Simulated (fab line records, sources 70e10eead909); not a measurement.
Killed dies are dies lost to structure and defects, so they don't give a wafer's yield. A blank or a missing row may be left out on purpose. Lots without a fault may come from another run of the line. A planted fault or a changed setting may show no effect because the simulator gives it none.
fab line records | flow nand_harc
record lots=13 wafers=39 last_day=34
route steps=1302 shown A_CONTACT@1052 END@1302
lots that met no fault: from a run of the same line without faults
start_h: hours from the record's first day to the start of the lot's first wafer shown | wait_h: hours since the lot's step before | " the same as in the row above | L1.1+2: a row that stands for several wafers | - no value, or no start given | * or withheld: withheld | < > ~ a bound
route shown NAME@n: a module of which the file shows steps, and the number in the route of the first | usual: mean/standard deviation of fault-free wafers | same: alike in all rows | chamber/n: place in a boat | sites: the reading at each site | _std_site: their standard deviation | _edge_site: outer sites' mean less inner sites' | radius_mm: how far each site lies from the wafer's centre | mask NAME#n: copy n | behind: the tool/chamber that last shaped the wafer | hold: why the lot was held/for how many hours/how that ended | device: the transistor (n, p or np) that didn't switch | end of line: the same wafers' tests at the end of the route | a step without rows: its recipe alone | killed: dies lost to structure and defects at the first sort, not the wafer's yield | map: a wafer's dies, x killed, . not, _ none there
set.NAME: the setting as run; set.NAME@STEP: as run at that earlier step | model.NAME: the simulator's own value behind a step, which no gauge read
steps of the route over a sample of lots; a table a step, a row a wafer
services: from which hour (start_h, from the record's first day; less than 0 if before it) a tool's chamber was out of use, for how many hours, and why
## steps
# step NHARC_A_CONTACT_ETCH_129
# recipe source_w=withheld pressure_mtorr=20 bias_v=3000 time_s=197 target_depth_a=19180 ar_flow_sccm=withheld c4f8_flow_sccm=withheld o2_flow_sccm=withheld chemistry=C4F8/O2/Ar
# columns lot.wafer tool chamber start_h wait_h rf_hours_counter_h
L764.4 har_cap_etch-01 0 519.68 0.1 -
L764.5 " 1 " " -
L764.6 " 0 " " -
L762.1 har_cap_etch-03 0 521.08 0.1 46
L762.2 " 1 " " 46
L762.4 " 1 " " -
L763.3 har_cap_etch-01 0 523.71 0.1 -
L763.5 " 0 " " -
L763.6 " 1 " " -
L765.2 har_cap_etch-01 0 531.76 0.1 4
L765.1 " 1 " " 4
L765.3 " 1 " " -
L768.3 har_cap_etch-03 1 581.52 0.1 -
L768.4 " 0 " " -
L768.5 " 1 " " -
L769.1 har_cap_etch-03 0 599.84 0.1 57
L769.3 " 0 " " -
L769.5 " 1 " " -
L770.1 har_cap_etch-02 0 603.06 0.1 101
L770.4 " 1 " " -
L770.5 " 1 " " -
L777.4 har_cap_etch-01 1 656.64 0.1 -
L777.3 " 0 " " -
L777.6 " 1 " " -
L779.1 har_cap_etch-01 0 674.08 0.1 30
L779.2 " 1 " " 30
L779.3 " 0 " " -
L780.1 har_cap_etch-01 1 695.50 0.1 34
L780.4 " 1 " " -
L780.5 " 0 " " -
L782.2 har_cap_etch-03 1 709.77 0.1 78
L782.3 " 1 " " -
L782.5 " 0 " " -
L781.2 har_cap_etch-02 1 719.54 0.1 122
L781.4 " 0 " " -
L781.3 " 1 " " -
L785.1 har_cap_etch-03 0 750.20 0.1 84
L785.4 " 1 " " -
L785.3 " 0 " " -
# step NHARC_A_CONTACT_STRIP_103
# recipe n2_flow_sccm=150 h2_flow_sccm=150 ar_flow_sccm=0 bias_w=0 chemistry=N2/H2
# columns lot.wafer tool chamber start_h wait_h
L764.6+4+5 rie_diel-08 0,2,3 521.48 0.1
L762.4+1+2 rie_diel-03 0,1,3 522.92 0.1
L763.3+6+5 rie_diel-08 3,2,3 525.50 0.1
L765.2+3+1 rie_diel-08 3,0,2 533.60 0.1
L768.4+3+5 rie_diel-02 0,2,0 583.25 0.1
L769.3+1+5 rie_diel-08 1,3,1 601.81 0.2
L770.4+1+5 rie_diel-02 0,2,1 604.92 0.1
L777.3+4+6 rie_diel-02 1,2,0 658.38 0.1
L779.3+2+1 rie_diel-02 1,2,0 675.86 0.1
L780.4+1+5 rie_diel-03 1,2,0 697.29 0.1
L782.3+2+5 rie_diel-08 1,0,2 711.55 0.1
L781.3+2+4 rie_diel-08 0,1,2 721.30 0.1
L785.1+3+4 rie_diel-08 1,2,0 751.96 0.1
# step NHARC_A_CONTACT_ETCH_135
# recipe source_w=withheld pressure_mtorr=20 bias_v=1200 time_s=311 target_depth_a=19120 ar_flow_sccm=withheld c4f8_flow_sccm=withheld o2_flow_sccm=withheld chemistry=C4F8/O2/Ar
# columns lot.wafer tool chamber start_h wait_h rf_hours_counter_h
L764.4 har_cap_etch-03 1 527.52 0.2 -
L764.6 " 1 " " -
L764.5 " 0 " " -
L762.1 har_cap_etch-02 0 528.35 0.2 90
L762.2 " 1 " " 90
L762.4 " 0 " " -
L763.3 har_cap_etch-03 1 532.39 0.2 -
L763.5 " 0 " " -
L763.6 " 1 " " -
L765.2 har_cap_etch-02 1 539.46 0.2 91
L765.1 " 0 " " 91
L765.3 " 1 " " -
L768.4 har_cap_etch-03 0 590.19 0.2 -
L768.3 " 1 " " -
L768.5 " 1 " " -
L769.1 har_cap_etch-02 1 609.21 0.2 102
L769.3 " 0 " " -
L769.5 " 0 " " -
L770.1 har_cap_etch-01 0 615.13 0.2 20
L770.4 " 1 " " -
L770.5 " 0 " " -
L777.3 har_cap_etch-01 1 667.20 0.2 -
L777.4 " 0 " " -
L777.6 " 1 " " -
L779.2 har_cap_etch-01 1 690.79 0.2 32
L779.1 " 0 " " 32
L779.3 " 0 " " -
L780.1 har_cap_etch-02 0 702.15 0.2 118
L780.4 " 0 " " -
L780.5 " 1 " " -
L782.2 har_cap_etch-03 1 717.55 0.2 79
L782.3 " 0 " " -
L782.5 " 0 " " -
L781.2 har_cap_etch-02 1 727.49 0.2 123
L781.4 " 1 " " -
L781.3 " 0 " " -
L785.1 har_cap_etch-03 1 756.86 0.2 85
L785.3 " 1 " " -
L785.4 " 0 " " -
# step NHARC_A_CONTACT_ETCH_98
# recipe target_depth_a=200 over_etch_frac=0.5 time_s=10 ion_energy_ev=250 c4f6_flow_sccm=25 o2_flow_sccm=20 ar_flow_sccm=500 rf_w=600 bias_w=500 chemistry=C4F6/O2
# usual c4f6_flow_sccm=25.00/0.074 drypump_motor_current_A=5.7/0.42 mfc_ar_sccm=500.2/1.5 oes_product_au=0.959/0.021 rf_vpp_V=545.7/2.3 showerhead_plenum_p_Torr=3.87/0.11 throttle_valve_pct=26.904/0.01
# columns lot.wafer tool chamber start_h wait_h c4f6_flow_sccm drypump_motor_current_A mfc_ar_sccm oes_product_au rf_hours_counter_h rf_vpp_V showerhead_plenum_p_Torr throttle_valve_pct
L764.6 rie_diel-08 3 529.47 0.3 24.95 6.2 498.4 0.982 - 544.2 3.79 26.910
L764.4 " 0 " " 25.01 5.9 498.1 0.978 - 543.8 3.82 26.893
L764.5 " 2 " " 24.98 6.0 498.7 0.959 - 546.1 3.85 26.896
L762.1 rie_diel-08 0 530.74 0.2 24.97 5.9 499.9 0.995 27 544.5 3.82 26.923
L762.2 " 2 " " 24.93 6.0 499.8 0.971 25 543.4 3.85 26.899
L762.4 " 2 " " 24.99 6.0 499.9 0.969 - 545.4 3.85 26.905
L763.3 rie_diel-08 2 534.24 0.3 24.97 6.0 498.8 0.966 26 545.4 3.85 26.906
L763.5 " 3 " " 24.94 6.2 501.0 0.983 - 543.6 3.79 26.889
L763.6 " 2 " " 25.00 6.0 502.5 0.970 - 545.1 3.85 26.888
L765.1 rie_diel-08 0 541.27 0.1 25.05 5.9 500.1 0.980 30 545.3 3.82 26.917
L765.2 " 2 " " 25.09 6.0 499.9 0.949 27 545.3 3.85 26.913
L765.3 " 3 " " 24.97 6.2 498.7 0.965 29 543.0 3.79 26.899
L768.3 rie_diel-08 0 - - 24.95 5.9 501.6 0.981 8 546.0 3.81 26.896
L768.4 " 1 " " 25.05 5.9 501.4 0.960 2 545.0 3.81 26.903
L768.5 " 3 " " 25.03 6.2 503.8 0.974 - 544.6 3.78 26.914
L769.1 rie_diel-08 2 - - 24.97 6.0 500.7 0.922 13 546.3 3.84 26.884
L769.3 " 0 " " 25.04 5.9 498.0 0.957 14 546.2 3.81 26.890
L769.5 " 3 " " 25.03 6.2 502.3 0.935 - 544.3 3.78 26.910
L770.1 rie_diel-08 3 - - 24.91 6.2 498.7 0.998 16 541.8 3.78 26.914
L770.4 " 0 " " 25.01 5.9 499.7 0.988 16 545.5 3.81 26.903
L770.5 " 2 " " 24.89 6.0 499.5 0.984 - 545.4 3.84 26.914
L777.3 rie_diel-03 3 - - 24.96 5.1 499.4 0.930 9 544.7 3.82 26.894
L777.4 " 2 " " 24.94 5.5 497.4 0.921 8 546.2 3.87 26.912
L777.6 " 0 " " 24.97 6.1 500.8 0.941 - 547.2 3.90 26.901
L779.3 rie_diel-08 3 - - 25.13 6.2 500.7 0.946 27 543.5 3.77 26.912
L779.1 " 1 " " 24.97 5.9 500.3 0.954 23 545.8 3.80 26.912
L779.2 " 2 " " 25.00 6.0 498.9 0.947 27 544.1 3.83 26.903
L780.1 rie_diel-02 1 - - 24.95 6.2 498.9 0.931 48 550.8 4.13 26.903
L780.4 " 3 " " 25.18 5.2 499.0 0.952 49 543.9 3.77 26.919
L780.5 " 2 " " 24.90 5.0 501.3 0.965 - 545.7 3.85 26.908
L782.2 rie_diel-02 2 719.37 0.1 25.03 5.0 500.7 0.939 56 543.4 3.84 26.897
L782.3 " 1 " " 25.01 6.2 501.6 0.938 51 550.1 4.13 26.915
L782.5 " 2 " " 24.97 5.0 501.9 0.946 - 546.8 3.84 26.897
L781.4 rie_diel-03 0 - - 24.84 6.1 499.7 0.932 24 544.7 3.89 26.913
L781.3 " 1 " " 24.97 5.8 498.4 0.937 35 552.4 4.18 26.884
L781.2 " 2 " " 24.95 5.5 500.1 0.948 35 545.4 3.86 26.908
L785.1 rie_diel-03 2 - - 24.87 5.5 501.3 0.942 44 546.5 3.85 26.908
L785.3 " 3 " " 24.95 5.1 499.7 0.947 33 545.1 3.80 26.895
L785.4 " 0 " " 24.99 6.1 501.0 0.932 33 545.4 3.88 26.915
# step NHARC_END_SORT_01
# recipe temp_c=25
# usual killed_at_array=64/18 killed_at_other=0.8/1.1 killed_at_periphery=3.8/2.7 killed_dies=68/18 killed_open=3.3/1.9 killed_short=2.3/1.8
# same gross_dies=677
# columns lot.wafer tool chamber start_h wait_h killed_at_array killed_at_other killed_at_periphery killed_dies killed_open killed_short
L777.3 prober-01 0 734.83 3.1 119 1 4 124 3 2
L777.4 prober-01 0 735.63 3.4 124 0 5 129 7 1
L777.6 prober-01 0 737.22 4.0 117 0 5 122 6 2
L779.1 prober-02 0 754.98 2.5 144 0 1 145 3 2
L779.2 prober-02 0 755.77 2.8 136 0 3 139 3 2
L779.3 prober-02 0 756.57 3.1 126 0 0 126 2 1
# killed by level:class
L777.3 A_CONTACT:unspecified=68 A_SLIT:chamber_film_flake=33 A_CHANNEL_HOLE_D1:chamber_film_flake=8 A_CONTACT:chamber_film_flake=4 P_M1:chamber_film_flake=3 P_M0:geometric_particle:open=1 A_CHANNEL_FILL_D1:geometric_particle:short=1 A_ONON_D2:geometric_particle:open=1
L777.4 A_CONTACT:unspecified=68 A_SLIT:chamber_film_flake=32 A_CHANNEL_HOLE_D1:chamber_film_flake=11 A_CONTACT:chamber_film_flake=3 P_GATE:chamber_film_flake=2 P_M1:geometric_particle:open=1 A_ONON_D1:geometric_particle:open=1 A_CHANNEL_FILL_D1:geometric_particle:open=1
L777.6 A_CONTACT:unspecified=75 A_SLIT:chamber_film_flake=18 A_CHANNEL_HOLE_D1:chamber_film_flake=7 A_CONTACT:chamber_film_flake=3 A_WL_FILL:geometric_particle:open=2 P_ZERO_WELL:chamber_film_flake=2 A_STAIRCASE:chamber_film_flake=2 A_M1:chamber_film_flake=2
L779.1 A_CONTACT:unspecified=78 A_CHANNEL_HOLE_D1:chamber_film_flake=36 A_CHANNEL_HOLE_D2:chamber_film_flake=17 A_CHANNEL_FILL_D1:chamber_film_flake=4 A_STAIRCASE:chamber_film_flake=3 P_CONTACT:geometric_particle:short=1 A_ONON_D1:geometric_particle:open=1 A_CHANNEL_HOLE_D2:geometric_particle:open=1
L779.2 A_CONTACT:unspecified=72 A_CHANNEL_HOLE_D1:chamber_film_flake=32 A_CHANNEL_HOLE_D2:chamber_film_flake=19 A_SLIT:chamber_film_flake=5 A_STAIRCASE:chamber_film_flake=3 P_M0:geometric_particle:open=2 A_WL_FILL:chamber_film_flake=2 P_CONTACT:geometric_particle:short=1
L779.3 A_CONTACT:unspecified=61 A_CHANNEL_HOLE_D1:chamber_film_flake=27 A_CHANNEL_HOLE_D2:chamber_film_flake=27 A_SLIT:chamber_film_flake=5 A_ONON_D1:geometric_particle:open=1 A_CHANNEL_FILL_D1:geometric_particle:open=1 A_M0:geometric_particle:short=1 A_DECK1_JOINT:chamber_film_flake=1
## services
# columns tool chamber start_h hours kind
har_cap_etch-01 - 497.00 17.0 pm
rie_diel-08 0 499.33 - clean
rie_diel-08 1 499.33 - clean
rie_diel-08 2 499.33 - clean
rie_diel-08 3 499.33 - clean
rie_diel-02 - 504.80 1.1 repair
rie_diel-08 1 515.47 58.7 repair
rie_diel-08 0 524.03 - clean
rie_diel-08 2 524.03 - clean
rie_diel-08 - 544.80 9.0 pm
rie_diel-03 3 547.96 7.7 repair
rie_diel-02 - 571.39 9.0 pm
rie_diel-08 0 590.40 1.3 repair
rie_diel-03 1 604.28 7.1 repair
rie_diel-03 - 636.16 9.0 pm
rie_diel-02 0 653.45 3.2 repair
rie_diel-02 1 667.45 4.3 repair
rie_diel-03 3 705.00 14.9 repair
rie_diel-03 0 714.15 7.5 repair
rie_diel-02 3 718.45 9.2 repair
rie_diel-08 - 721.80 9.0 pm
rie_diel-02 - 732.72 0.4 repair
rie_diel-02 - 748.39 9.0 pm
har_cap_etch-02 - 756.80 17.0 pm
## key
first_sign step=NHARC_END_SORT_01 reading=killed_at_array direction=up sigmas=3.5 usual=64 struck=128
effect step=NHARC_END_SORT_01 reading=killed_dies direction=up sigmas=3.5 usual=68 struck=131
more_kills_born_at NHARC_A_CONTACT_STRIP_103@rie_diel-02=421
met_at NHARC_A_CONTACT_STRIP_103
struck_lots L777,L779
tester_left_out L777,L779
not_acting_at NHARC_A_CONTACT_ETCH_129,NHARC_A_CONTACT_ETCH_135,NHARC_A_CONTACT_ETCH_98
onset_between 604.92 658.38
fault kind=chamber_particle_source tool=rie_diel-02 chamber=- onset_h=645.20 steps=NHARC_A_CONTACT_STRIP_103 rate_per_visit_cm2=0.64061 end_h=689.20
# tester_left_out: of these lots the tester's yield and bins aren't shown, on N5 and GAA mostly nor the transistor test; their killed dies are dies lost to structure and defects alone, not to doping, threshold or leakage, so they don't give the yield
